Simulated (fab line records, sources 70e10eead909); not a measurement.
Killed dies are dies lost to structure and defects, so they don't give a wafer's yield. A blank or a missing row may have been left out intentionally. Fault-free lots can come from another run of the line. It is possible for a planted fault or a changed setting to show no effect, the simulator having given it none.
Code-filled problem report in 8D (eight disciplines) form || flow nand harc || the parts of the form that need people (team, actions taken, sign-off) are left out

== 1. PROBLEM STATEMENT ==
Mean of mfc precursor sccm at NHARC_A_CONTACT_DEP_24: 137.3 sccm across 3 wafers in 2 lots; on wafers with no fault it is 161.4 sccm (standard deviation 0.5). Relative to the usual mean, that is a shift of -48 standard deviations.
The step: deposits SiO2, target thk 500 nm.
First seen on wafer L214.3, day 30 10:13, on pecvd-04. The record holds 36 wafers of 12 lots with a number at this step. Rule for "out", or "out of limits": more than 4 standard deviations from the usual mean. Any other wafer with a number is counted as sound.

== 2. WHAT IT IS, AND WHAT IT ISN'T ==
{"question": "which readings at this step", "is": "mfc precursor sccm", "is not": "heater power outer w, heater power w, throttle valve pct"}
{"question": "which lots", "is": "L212, L214", "is not": "L193, L195, L196, L197, L199, L201, L202, L204, L205, L208"}
{"question": "which wafers of those lots", "is": "L212.1, L212.4, L214.3", "is not": "L212.3, L214.1, L214.4"}
{"question": "read on which tools", "is": "pecvd-04", "is not": "pecvd-02, pecvd-03"}
{"question": "when", "is": "from day 30 10:13", "is not": "up to then (32 sound wafers); but 1 sound wafer of L212 came after"}

== 3. THE SUSPECTS, EACH WITH WHAT RULES IT OUT ==
Counting: if a tool at a process step up to the reading ran every lot that is out, it stays a suspect. Sound lots after the first of them don't rule it out here, since some wafers of a struck lot are sound.
- pecvd-04 at NHARC_A_CONTACT_DEP_24 (deposits SiO2, target thk 500 nm): kept. It processed each lot that is out (first: L214, day 30 10:13); up to then, its last sound lot is L205 (day 27 06:38). Its own mfc precursor sccm readings are out on those wafers.
- At NHARC_A_CONTACT_DEP_24, inside pecvd-04: chamber 0 took the wafers that are out, while their sound lot-mates went through chambers 1, 2.
Remaining after the count: pecvd-04 at NHARC_A_CONTACT_DEP_24.

== 4. THE CAUSE (what the simulator had put in) ==
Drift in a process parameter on pecvd-04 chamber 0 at NHARC_A_CONTACT_DEP_24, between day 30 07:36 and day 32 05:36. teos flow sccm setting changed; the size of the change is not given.
The count eliminated every tool but this one.

== 5. THE EFFECT CHAIN, in route order ==
Each row: a reading whose mean over the struck wafers that have a number lies more than 3 standard deviations from the usual. Readings are gone through only where the record gives a usual standard deviation; hours: the median, over the lots, of the time from a lot's start at the first step in this table giving one to that lot's start at this step; sigmas: the change measured in usual standard deviations.
{"hours": 0, "step": "NHARC_A_CONTACT_DEP_24", "reading": "mfc precursor sccm", "usual": "161.4 sccm", "on struck wafers": 137.3, "change": -24.1, "sigmas": -48}
The process steps in it:
- NHARC_A_CONTACT_DEP_24: deposits SiO2, target thk 500 nm.

== 6. WHAT WOULD HAVE CAUGHT IT SOONER ==
In this record the first reading out of limits was taken at day 30 10:13, 3 hours after the fault began at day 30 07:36.
